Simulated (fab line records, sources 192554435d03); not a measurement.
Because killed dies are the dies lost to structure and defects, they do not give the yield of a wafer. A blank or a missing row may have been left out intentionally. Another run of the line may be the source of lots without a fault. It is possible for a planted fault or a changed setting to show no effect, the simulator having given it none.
Split-lot trial    flow n5-finfet    7 lots, 21 wafers read, on a route of 1938 steps

THE SPLIT ITSELF
At N5_BEOL_M0_ETCH_128 (etches SiCN in CF4/N2, target depth 12 nm, overetch 5.1 nm, time 21.4 s), the setting source-w was moved away from the recipe's 430 W on 9 of the 21 wafers read, by -17.4% to +13.3%. The other wafers ran this setting at the recipe's value.

The reading comes from the split's own step.

THE READING
rf-vpp-V, in V, at N5_BEOL_M0_ETCH_128 (etches SiCN in CF4/N2, target depth 12 nm, overetch 5.1 nm, time 21.4 s). A value of 382.6 V with a standard deviation of 1.8 V is what fault-free wafers of this fab line usually give.

wafer   tool, chamber at the split  source-w as run, W  against the recipe  rf-vpp-V, V  against lot-mates on the recipe
L074.1  rie-diel-06, 1              430                 recipe              384.6        -
L074.4  rie-diel-06, 2              376.7               -12.4%              400.4        +15.8
L074.5  rie-diel-06, 1              376.7               -12.4%              401.4        +16.8
L081.1  rie-diel-04, 0              373.5               -13.1%              402.2        +20.2
L081.2  rie-diel-04, 3              430                 recipe              380.2        -
L081.5  rie-diel-04, 2              430                 recipe              383.9        -
L080.3  rie-diel-06, 2              355.1               -17.4%              409.4        +25.2
L080.5  rie-diel-06, 2              430                 recipe              384.2        -
L080.6  rie-diel-06, 3              355.1               -17.4%              408.1        +23.9
L083.1  rie-diel-01, 3              459.7               +6.9%               376.3        -3.7
L083.2  rie-diel-01, 1              459.7               +6.9%               375.2        -4.8
L083.6  rie-diel-01, 2              430                 recipe              380.0        -
L084.3  rie-diel-04, 1              487                 +13.3%              365.5        -17.0
L084.4  rie-diel-04, 0              430                 recipe              384.2        -
L084.5  rie-diel-04, 3              430                 recipe              380.8        -
L090.3  rie-diel-06, 0              430                 recipe              380.5        -
L090.4  rie-diel-06, 3              430                 recipe              382.8        -
L090.5  rie-diel-06, 0              479.5               +11.5%              368.7        -12.9
L097.1  rie-diel-06, 1              430                 recipe              384.0        -
L097.4  rie-diel-06, 2              430                 recipe              382.6        -
L097.6  rie-diel-06, 2              430                 recipe              383.1        -

THE FIT
A straight line over all 21 wafers: rf-vpp-V changes by -1.39 V for each +1% of source-w; r = -0.99; the points scatter about the line by 1.7 V.
The same after taking each lot's own level away (the mean of its wafers on the recipe; 21 wafers): -1.29 V for each +1%; r = -0.99; scatter 1.9 V.
Per that fit: largest source-w move, reading shift of 23 V.
From 380.00 to 384.60 V: that is the span of the lots' own levels, equal to 2.6 times the standard deviation above.
Consequently the slope shifts little with the lot-to-lot level, the two slopes agreeing.
Check: for one of the wafers moved furthest among these (-17.4%), held out of the fit, the line's prediction against its lot-mates is +22.9 V. It came out at +25.2 V against them.
Tool readings at the split's step, against how far the setting was moved: rf-vpp-V r = -0.99.

OTHER SPLITS ON THESE WAFERS
Note: prior to the reading, these wafers also went through further splits. Each is held against what the fit with the lots' levels taken away leaves over:
other split on the same wafers               wafers away from the commonest value  r with rf-vpp-V (lot level and that fit taken away)
N5_BEOL_M0_SAQP_PECVD_96 time-s              7                                     -0.34
N5_BEOL_M0_SAQP_SPACER2_ALD_26 target-thk-a  8                                     -0.19
N5_BEOL_M0_SAQP_EXPOSE_37 dose-mj            8                                     +0.03
N5_BEOL_M0_CUTY_DESCUM_61 time-s             6                                     +0.10

THE FILE'S OWN FIT
rf-vpp-V changes by -1.32 V for each +1% of source-w, r = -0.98.
